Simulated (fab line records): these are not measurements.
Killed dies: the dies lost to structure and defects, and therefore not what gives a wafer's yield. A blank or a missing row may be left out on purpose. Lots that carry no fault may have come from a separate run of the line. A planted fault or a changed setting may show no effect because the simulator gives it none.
Chamber matching | flow n5-finfet | 4 sister chambers for N5_BEOL_M5_ETCH_67 on rie-diel-01
The step etches SiARC in CF4, target depth 15.6 nm, time 26 s. 8 wafers are shown with their chamber, then 12 later ones without.

== WAFERS PAIRED WITH THEIR CHAMBERS ==
wafer  | chamber | showerhead-plenum-p-Torr (Torr) | throttle-valve-pct (%)
L084.1 | 3       | 2.20                            | 15.31
L086.1 | 3       | 2.20                            | 15.30
L085.1 | 2       | 2.08                            | 15.34
L088.1 | 2       | 2.07                            | 15.34
L088.5 | 0       | 2.25                            | 15.48
L090.1 | 0       | 2.25                            | 15.49
L090.2 | 1       | 2.04                            | 16.02
L090.6 | 1       | 2.04                            | 16.01

== WAFERS MISSING THEIR CHAMBER ==
wafer  | showerhead-plenum-p-Torr (Torr) | throttle-valve-pct (%)
L093.1 | 2.25                            | 15.50
L093.5 | 2.25                            | 15.51
L093.6 | 2.20                            | 15.35
L096.1 | 2.07                            | 15.40
L096.3 | 2.19                            | 15.34
L096.5 | 2.04                            | 16.04
L095.1 | 2.04                            | 16.02
L095.2 | 2.25                            | 15.52
L095.4 | 2.20                            | 15.34
L097.1 | 2.24                            | 15.53
L097.4 | 2.04                            | 16.05
L097.5 | 2.19                            | 15.34

== EACH ONE'S CHAMBER ==
wafer  | from the rows above | in truth
L093.1 | 0                   | 0
L093.5 | 0                   | 0
L093.6 | 3                   | 3
L096.1 | 2                   | 2
L096.3 | 3                   | 3
L096.5 | 1                   | 1
L095.1 | 1                   | 1
L095.2 | 0                   | 0
L095.4 | 3                   | 3
L097.1 | 0                   | 0
L097.4 | 1                   | 1
L097.5 | 3                   | 3
Correctly placed: 12 of 12. Not placeable from these rows: 0. 0 placed wrongly.
How it was worked out, from the rows above alone: a wafer's distance from a chamber is the root of the sum, over the readings, of the square of ((its reading less the chamber's mean) divided by the reading's scatter). The wafer belongs to the nearest chamber; if the next one is less than 2 further off, it can't be placed. The mean given for a chamber averages the wafers shown for that chamber. How the scatter is found: for the shown wafers, subtract from each reading the mean of its chamber, square and add these, divide the total by (wafers less chambers), then take the root.
